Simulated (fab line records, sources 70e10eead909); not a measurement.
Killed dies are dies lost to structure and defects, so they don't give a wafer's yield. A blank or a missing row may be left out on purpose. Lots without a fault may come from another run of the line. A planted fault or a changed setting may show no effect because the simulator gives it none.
fab line records | flow nand_harc
record lots=7 wafers=20 last_day=25
route steps=1159 shown A_CHANNEL_HOLE_D1@488 A_CHANNEL_FILL_D1@490 END@1159
lots that met no fault: from a run of the same line without faults
start_h: hours from the record's first day to the start of the lot's first wafer shown | wait_h: hours since the lot's step before | " the same as in the row above | L1.1+2: a row that stands for several wafers | - no value, or no start given | * or withheld: withheld | < > ~ a bound
route shown NAME@n: a module of which the file shows steps, and the number in the route of the first | usual: mean/standard deviation of fault-free wafers | same: alike in all rows | chamber/n: place in a boat | sites: the reading at each site | _std_site: their standard deviation | _edge_site: outer sites' mean less inner sites' | radius_mm: how far each site lies from the wafer's centre | mask NAME#n: copy n | behind: the tool/chamber that last shaped the wafer | hold: why the lot was held/for how many hours/how that ended | device: the transistor (n, p or np) that didn't switch | end of line: the same wafers' tests at the end of the route | a step without rows: its recipe alone | killed: dies lost to structure and defects at the first sort, not the wafer's yield | map: a wafer's dies, x killed, . not, _ none there
set.NAME: the setting as run; set.NAME@STEP: as run at that earlier step | model.NAME: the simulator's own value behind a step, which no gauge read
lots at some steps of the route; a table a step, a row a wafer
services: from which hour (start_h, from the record's first day; less than 0 if before it) a tool's chamber was out of use, for how many hours, and why
## steps
# step NHARC_A_CHANNEL_HOLE_D1_XSEM_31
# recipe landing_energy_ev=35000
# usual bot_cd_nm=75.1/1.7 bow_nm=8.54/0.29 tilt_deg=0.08/0.047
# columns lot.wafer tool chamber start_h wait_h bot_cd_nm bow_nm tilt_deg
L566.1 xsem-02 0 178.38 0.1 76.0 8.79 0.04
L566.3 " 0 " " 75.1 8.77 0.04
L566.5 " 0 " " 74.6 8.75 0.04
L570.1 xsem-02 0 202.99 0.1 74.0 8.26 0.06
L570.2 " 0 " " 75.5 8.28 0.06
L570.4 " 0 " " 75.1 8.26 0.06
L578.3 xsem-02 0 256.30 0.1 74.4 8.88 0.10
L578.4 " 0 " " 72.1 8.90 0.10
L578.5 " 0 " " 72.2 8.84 0.10
L579.2 xsem-01 0 257.41 0.1 73.7 8.79 0.08
L579.3 " 0 " " 76.2 8.68 0.08
L579.5 " 0 " " 75.9 8.73 0.08
L580.1 xsem-02 0 264.48 0.1 76.0 8.26 0.01
L580.2 " 0 " " 78.8 8.27 0.01
L581.2 xsem-01 0 282.69 0.1 72.8 8.70 0.09
L581.3 " 0 " " 72.4 8.71 0.09
L581.6 " 0 " " 73.2 8.78 0.09
L588.1 xsem-01 0 321.51 0.1 74.4 9.09 0.11
L588.2 " 0 " " 73.0 9.10 0.11
L588.4 " 0 " " 79.2 9.11 0.11
# step NHARC_A_CHANNEL_HOLE_D1_INSPECT_40
# usual raw_defect_count=56/14
# columns lot.wafer tool chamber start_h wait_h raw_defect_count
L566.1 defect_inspect-01 - 178.48 - 49
L566.3 " - " " 49
L566.5 " - " " 49
L570.1 defect_inspect-02 - 203.09 - 42
L570.2 " - " " 66
L570.4 " - " " 58
L578.3 defect_inspect-01 - 256.39 - 38
L578.4 " - " " 52
L578.5 " - " " 28
L579.2 defect_inspect-01 - 257.52 - 59
L579.3 " - " " 50
L579.5 " - " " 76
L580.1 defect_inspect-01 - 264.58 - 45
L580.2 " - " " 50
L581.2 defect_inspect-02 - 282.78 - 58
L581.3 " - " " 56
L581.6 " - " " 68
L588.1 defect_inspect-01 - 321.62 - 46
L588.2 " - " " 45
L588.4 " - " " 61
# step NHARC_A_CHANNEL_FILL_D1_PRECLEAN_00
# recipe time_s=* temp_c=50 bath_age_min=0 chemistry=SC1
# step NHARC_A_CHANNEL_FILL_D1_SRD_01
# step NHARC_A_CHANNEL_FILL_D1_ALD_02
# recipe target_thk_a=60 pulse_time_s=10 ald_cycles=60 temp_c=300 material=SiO2
# step NHARC_A_CHANNEL_FILL_D1_ALD_03
# recipe target_thk_a=60 pulse_time_s=60 ald_cycles=58 temp_c=630 pressure_torr=2 material=SiNx
# usual precursor_pulse_height_rel=0.998/0.02
# same pulse_time_s=60
# columns lot.wafer tool chamber start_h wait_h precursor_pulse_height_rel
L566.1 ald_sin_batch-03 0 - - 0.982
L566.3 " 0 " " 1.015
L566.5 " 0 " " 0.995
L570.1 ald_sin_batch-02 0 - - 0.982
L570.2 " 0 " " 0.998
L570.4 " 0 " " 0.976
L578.3 ald_sin_batch-01 0 - - 0.956
L578.4 " 0 " " 0.966
L578.5 " 0 " " 0.965
L579.2 ald_sin_batch-01 0 - - 1.018
L579.3 " 0 " " 0.945
L579.5 " 0 " " 0.994
L580.1 ald_sin_batch-02 0 - - 0.986
L580.2 " 0 " " 1.002
L581.2 ald_sin_batch-01 0 - - 0.982
L581.3 " 0 " " 1.014
L581.6 " 0 " " 0.991
L588.1 ald_sin_batch-01 0 - - 1.002
L588.2 " 0 " " 0.998
L588.4 " 0 " " 0.987
# step NHARC_A_CHANNEL_FILL_D1_ALD_14
# recipe target_thk_a=25 pulse_time_s=10 ald_cycles=25 temp_c=300 material=SiO2
# usual heater_power_w=473/57 precursor_pulse_height_rel=0.997/0.021
# same pulse_time_s=10
# columns lot.wafer tool chamber start_h wait_h heater_power_w precursor_pulse_height_rel
L566.1 ald_hk-02 0 184.03 0.1 488 1.001
L566.3 " 1 " " 469 0.986
L566.5 " 3 " " 507 1.006
L570.4 ald_hk-01 2 209.48 0.0 443 0.987
L570.2 " 3 " " 440 0.974
L570.1 " 1 " " 424 1.042
L578.3 ald_hk-04 1 266.96 3.4 498 0.998
L578.4 " 3 " " 451 0.990
L578.5 " 0 " " 439 0.957
L579.3 ald_hk-02 2 267.00 3.5 627 1.003
L579.2 " 3 " " 503 1.021
L579.5 " 1 " " 471 1.013
L580.1 ald_hk-01 0 274.39 0.5 457 0.996
L580.2 " 2 " " 447 1.010
L581.3 ald_hk-01 0 289.52 0.1 458 0.985
L581.2 " 2 " " 450 1.018
L581.6 " 0 " " 452 1.006
L588.1 ald_hk-04 2 330.37 0.0 415 0.991
L588.2 " 3 " " 455 1.012
L588.4 " 0 " " 435 1.002
# step NHARC_A_CHANNEL_FILL_D1_ALD_15
# recipe target_thk_a=20 pulse_time_s=60 ald_cycles=19 temp_c=630 pressure_torr=2 material=SiNx
# usual precursor_pulse_height_rel=1.000/0.019
# same pulse_time_s=60
# columns lot.wafer tool chamber start_h wait_h precursor_pulse_height_rel
L566.1 ald_sin_batch-01 0 - - 0.984
L566.3 " 0 " " 1.026
L566.5 " 0 " " 0.999
L570.1 ald_sin_batch-01 0 - - 1.026
L570.2 " 0 " " 1.009
L570.4 " 0 " " 0.976
L578.3 ald_sin_batch-01 0 - - 0.946
L578.4 " 0 " " 0.982
L578.5 " 0 " " 1.014
L579.2 ald_sin_batch-01 0 - - 0.985
L579.3 " 0 " " 1.014
L579.5 " 0 " " 0.990
L580.1 ald_sin_batch-03 0 277.29 2.8 0.989
L580.2 " 0 " " 1.003
L581.2 ald_sin_batch-03 0 292.58 2.8 0.995
L581.3 " 0 " " 1.023
L581.6 " 0 " " 1.002
L588.1 ald_sin_batch-01 0 - - 1.000
L588.2 " 0 " " 0.959
L588.4 " 0 " " 0.998
# step NHARC_A_CHANNEL_FILL_D1_ALD_16
# recipe target_thk_a=15 pulse_time_s=10 ald_cycles=15 temp_c=300 material=SiO2
# step NHARC_A_CHANNEL_FILL_D1_ANNEAL_17
# recipe temp_c=850 time_s=1800
# step NHARC_A_CHANNEL_FILL_D1_CVD_18
# recipe target_thk_a=30 temp_c=550 material=poly-Si
# step NHARC_A_CHANNEL_FILL_D1_ETCHBACK_19
# recipe target_depth_a=50 time_s=1.7 hbr_flow_sccm=150 cl2_flow_sccm=50 rf_w=400 icp_w=400 bias_w=100 chemistry=HBr/Cl2
# step NHARC_A_CHANNEL_FILL_D1_ETCHBACK_20
# recipe target_depth_a=270 time_s=13.5 c4f8_flow_sccm=withheld o2_flow_sccm=8 ar_flow_sccm=withheld rf_w=600 bias_w=1500 chemistry=C4F8/O2/Ar
# usual oes_product_au=0.95/0.036 rf_vpp_V=979/6.5
# columns lot.wafer tool chamber start_h wait_h oes_product_au rf_hours_counter_h rf_vpp_V
L566.1 rie_diel-10 0 203.45 - 0.97 0.3 973
L566.3 " 2 " " 1.02 0.4 973
L566.5 " 3 " " 1.00 - 989
L570.2 rie_diel-10 3 226.51 - 0.99 0.8 990
L570.4 " 0 " " 0.98 0.7 971
L570.1 " 1 " " 0.98 0.7 981
L579.2 rie_diel-10 2 284.39 - 0.77 2.3 975
L579.3 " 3 " " 0.94 2.1 988
L579.5 " 2 " " 0.96 - 973
L578.3 rie_diel-02 3 284.42 - 0.98 4.7 985
L578.4 " 0 " " 0.97 4.9 988
L578.5 " 3 " " 0.98 - 985
L580.2 rie_diel-10 3 291.52 - 0.74 2.4 988
L580.1 " 0 " " 0.74 2.4 971
L581.3 rie_diel-10 0 306.78 - 0.92 2.7 971
L581.2 " 2 " " 0.74 3.0 974
L581.6 " 1 " " 0.90 - 982
L588.1 rie_diel-02 1 347.82 - 0.99 0.3 973
L588.4 " 2 " " 1.02 0.4 976
L588.2 " 3 " " 0.98 0.5 983
# step NHARC_A_CHANNEL_FILL_D1_STRIP_28
# recipe time_s=20 o2_flow_sccm=500 ar_flow_sccm=0 bias_w=0 chemistry=O2
# usual drypump_motor_current_A=5.5/0.54 mfc_ar_sccm=0.006/0.011 oes_product_au=0.994/0.011 rf_vpp_V=57.8/0.82 showerhead_plenum_p_Torr=3.56/0.16 throttle_valve_pct=17.037/0.0088
# columns lot.wafer tool chamber start_h wait_h drypump_motor_current_A mfc_ar_sccm oes_product_au rf_hours_counter_h rf_vpp_V showerhead_plenum_p_Torr throttle_valve_pct
L566.1 rie_diel-10 3 203.54 0.1 5.4 0.031 0.988 0.4 57.9 3.79 17.024
L566.3 " 0 " " 5.1 0.023 0.988 0.4 58.0 3.36 17.029
L566.5 " 2 " " 5.0 0 1.007 - 57.3 3.41 17.031
L570.1 rie_diel-10 0 226.60 0.1 5.1 0.023 0.980 0.7 57.1 3.36 17.041
L570.4 " 1 " " 5.8 0 0.990 0.8 58.8 3.61 17.024
L570.2 " 3 " " 5.4 0.031 0.984 0.9 58.4 3.79 17.032
L579.2 rie_diel-10 1 284.49 0.1 5.8 0 0.981 2.3 58.1 3.61 17.040
L579.3 " 2 " " 5.0 0 0.994 2.4 57.4 3.41 17.035
L579.5 " 1 " " 5.8 0 0.978 - 58.9 3.61 17.016
L578.3 rie_diel-02 2 284.51 0.1 5.3 0 0.988 4.9 57.1 3.47 17.031
L578.4 " 1 " " 5.2 0 1.006 5.1 59.2 3.38 17.044
L578.5 " 2 " " 5.3 0 0.993 - 57.9 3.47 17.049
L580.1 rie_diel-10 1 291.61 0.1 5.8 0 0.995 2.6 57.4 3.61 17.025
L580.2 " 0 " " 5.2 0.023 0.996 2.4 56.3 3.36 17.050
L581.2 rie_diel-10 2 306.87 0.1 5.0 0 1.017 3.1 56.8 3.41 17.046
L581.3 " 3 " " 5.4 0.031 0.993 2.8 58.7 3.79 17.022
L581.6 " 3 " " 5.5 0.031 0.993 - 59.2 3.79 17.042
L588.1 rie_diel-02 3 347.90 0.1 6.7 0 0.982 0.5 57.7 3.67 17.038
L588.4 " 0 " " 5.5 0 0.974 0.5 59.2 3.77 17.033
L588.2 " 2 " " 5.3 0 1.021 0.4 57.6 3.47 17.016
# step NHARC_END_SORT_01
# recipe temp_c=25
# usual killed_at_array=27/11 killed_at_other=0.7/1.1 killed_at_periphery=3.6/2.4 killed_dies=32/11 killed_open=3.3/1.8 killed_short=2.1/1.5
# same gross_dies=677
# columns lot.wafer tool chamber start_h wait_h killed_at_array killed_at_other killed_at_periphery killed_dies killed_open killed_short
L579.2 prober-01 0 518.56 2.8 408 1 5 414 4 6
L580.1 prober-01 0 525.54 2.5 443 1 1 445 0 4
L580.2 prober-01 0 526.32 2.8 402 0 3 405 2 3
L581.2 prober-02 0 536.11 2.8 438 0 3 441 3 3
# killed by level:class
L579.2 A_CHANNEL_FILL_D1:area_etchback=390 A_CONTACT:chamber_film_flake=5 A_CHANNEL_HOLE_D1:chamber_film_flake=4 A_WL_FILL:chamber_film_flake=3 P_CONTACT:geometric_particle:short=1 P_CONTACT:geometric_particle:open=1 P_M1:geometric_particle:short=1 P_M2:geometric_particle:short=1
L580.1 A_CHANNEL_FILL_D1:area_etchback=432 A_CHANNEL_HOLE_D1:chamber_film_flake=4 A_CONTACT:chamber_film_flake=3 A_CONTACT:geometric_particle:short=2 A_WL_FILL:geometric_particle:short=1 A_M0:geometric_particle:short=1 P_M1:chamber_film_flake=1 THIN_TSV:chamber_film_flake=1
L580.2 A_CHANNEL_FILL_D1:area_etchback=393 A_CHANNEL_HOLE_D1:chamber_film_flake=2 A_WL_FILL:chamber_film_flake=2 P_GATE:geometric_particle:open=1 A_ONON_D1:geometric_particle:open=1 A_ONON_D1:geometric_particle:short=1 A_SGD_CUT:geometric_particle:short=1 A_WL_FILL:geometric_particle:short=1
L581.2 A_CHANNEL_FILL_D1:area_etchback=393 A_CHANNEL_HOLE_D1:chamber_film_flake=20 A_SLIT:chamber_film_flake=13 A_CONTACT:chamber_film_flake=3 A_STAIRCASE:chamber_film_flake=2 P_M1:geometric_particle:short=1 A_CHANNEL_FILL_D1:geometric_particle:short=1 A_SLIT:geometric_particle:open=1
# map L579.2 (x killed, . not)
____________x____________
_________xxxxx.x_________
_______x.xxxxxxx.x_______
______xxxxxxxxxx.x.______
_____xxxx...x.x.x.xx_____
____xx.xxxxxx.xxxx.xx____
____.xx.xx..xxxxx.xxx____
___xxx..xxx.x.xxxxx.xx___
___.x.xxxxxxxxxxxxxxx.___
__x.xxxx.xxxxx.xxxx.x..__
__..x.xx...xxxxxxxxx.x.__
_x.x.xx..xxxxxxxxxxxxxxx_
_xxxxxxx.xx.xxx..xxxx.xx_
_xx.xx.xx.xxxxxx..xxxxx._
_x.xxxxxxx.xx.xxxxx.xx.x_
_.xxxxxx.xxxxx.xxxx....._
..xxxxx.xxxxxxxxx.x.x.xx.
xxxxxxx.x.xxxxxxxxxx..x..
..xx.xxx.x.xxxx.xxxxxxx.x
xxxxxxxxxxxxxx.xxxxxxx.x.
.xxxx.x.xxxx.xxxxx...x...
_x....xx..xx.xxxxx...x.x_
_xxx.xxx.x.xx.xxx......x_
_..xxxx.xx..x...x.xx..x._
_xxxxx...x..x.xx.xxxxx.._
_.x....xx..xxx..xx.....x_
__x...xx.xxxxxx.x.x.x.x__
__.x.....x..xx...x.xxx.__
___....x.xx.x.x.......___
___.x....xx..x........___
____...xx.xxxx.x.x.x.____
____..xx....x..x.....____
_____......x...x...x_____
______..x.xx..x.xx.______
_______.....xx.x.._______
_________......x_________
____________.____________
# map L580.1 (x killed, . not)
____________x____________
_________.x.xx.._________
_______...x...xxxx_______
______x.xxxxxxx.xxx______
_____xx.xxx.xx.x.xxx_____
____.x.xxxxx.xxxx..x.____
____.x.xxxxxxxxx..xxx____
___xxxxxxxxxxxx.xxx...___
___.x.xxxxxx.xxxx.xx.x___
__xx.xxxxxxx.x..xxxxxxx__
__...xx.xxxxx.xxxxxxxxx__
_...xxxxxxx.xxxxxxxxxxx._
_..x.xxxxxxxxx.xx.xx.xx._
_...x.xxxxxxxxxxx.xxxxxx_
_xxxxxxxxxxxxx..xxxxx.x._
_.x.x.xxxxxxxxxxxxxxxxxx_
..x.xxxxxx.xxxxxxxxxxxxx.
x.xxx.x.xxxxxxx.xxxx.x.xx
.x...xxxxxxxxxxxxxx.xxxxx
.....x.xxxxxxxx.xx.xx.x.x
...x.xxxxxxxxxxxxxxxx.xx.
_..xxxxxxxxxxxxxxxx....._
_.xxxxxx..xxxxxx.xxxxx.x_
_..xxxxx.xx.xxxxxxxxxx.._
_..xxxx.xxxxx..xxxxxxxxx_
_....x.xxxxxxxxxx.xx...._
__..x.xxxx..xxxx.xx.x..__
__........xx.xxxx.x.x..__
___x..x..xx.xxx.x....x___
___....xxxxxxxx..x.x..___
____x..xx.xxxx.xx.x..____
____....x..x.x..x....____
_____....xx..x.xx..x_____
______...........x.______
_______........x.._______
_________.x....._________
____________.____________
## services
# columns tool chamber start_h hours kind
rie_diel-10 0 155.50 - clean
rie_diel-10 1 155.50 - clean
rie_diel-10 2 155.50 - clean
rie_diel-10 3 155.50 - clean
rie_diel-10 1 156.65 7.9 repair
ald_sin_batch-03 - 173.04 1.4 repair
rie_diel-10 - 176.50 9.0 pm
rie_diel-10 0 176.50 9.0 vent_cycle
rie_diel-10 1 176.50 9.0 vent_cycle
rie_diel-10 2 176.50 9.0 vent_cycle
rie_diel-10 3 176.50 9.0 vent_cycle
rie_diel-10 0 185.50 - clean
ald_hk-04 - 187.27 10.0 pm
ald_hk-01 - 206.34 0.9 repair
ald_hk-01 - 216.59 1.0 repair
ald_hk-01 - 228.79 10.0 pm
rie_diel-02 - 254.53 0.7 repair
ald_hk-02 - 285.12 10.0 pm
rie_diel-02 2 299.50 8.6 repair
xsem-02 - 302.00 14.0 pm
ald_sin_batch-03 - 314.00 26.0 pm
ald_hk-01 - 315.47 0.6 repair
rie_diel-10 0 324.42 15.6 repair
rie_diel-02 - 327.70 9.0 pm
## key
first_sign step=NHARC_A_CHANNEL_FILL_D1_ETCHBACK_20 reading=oes_product_au direction=down sigmas=5.7 usual=0.95 struck=0.75
effect step=NHARC_END_SORT_01 reading=killed_at_array direction=up sigmas=37 usual=27 struck=423
more_kills_born_at NHARC_A_CHANNEL_FILL_D1_ETCHBACK_20@rie_diel-10=1608
met_at NHARC_A_CHANNEL_FILL_D1_ETCHBACK_20
struck_wafers L579.2,L580.1,L580.2,L581.2
later_rows_left_out L579.2,L580.1,L580.2,L581.2
tester_left_out L579,L580,L581
onset_between 226.51 284.39
fault kind=process_parameter_drift tool=rie_diel-10 chamber=- onset_h=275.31 steps=NHARC_A_CHANNEL_FILL_D1_ETCHBACK_20 channel=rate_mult offset=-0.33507 shape=step end_h=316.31 scope=struck_wafers_only
# tester_left_out: of these lots the tester's yield and bins aren't shown, on N5 and GAA mostly nor the transistor test; their killed dies are dies lost to structure and defects alone, not to doping, threshold or leakage, so they don't give the yield
# later_rows_left_out: the simulator's readings of these wafers behind a module that went badly wrong aren't trusted and aren't shown, but for the sort
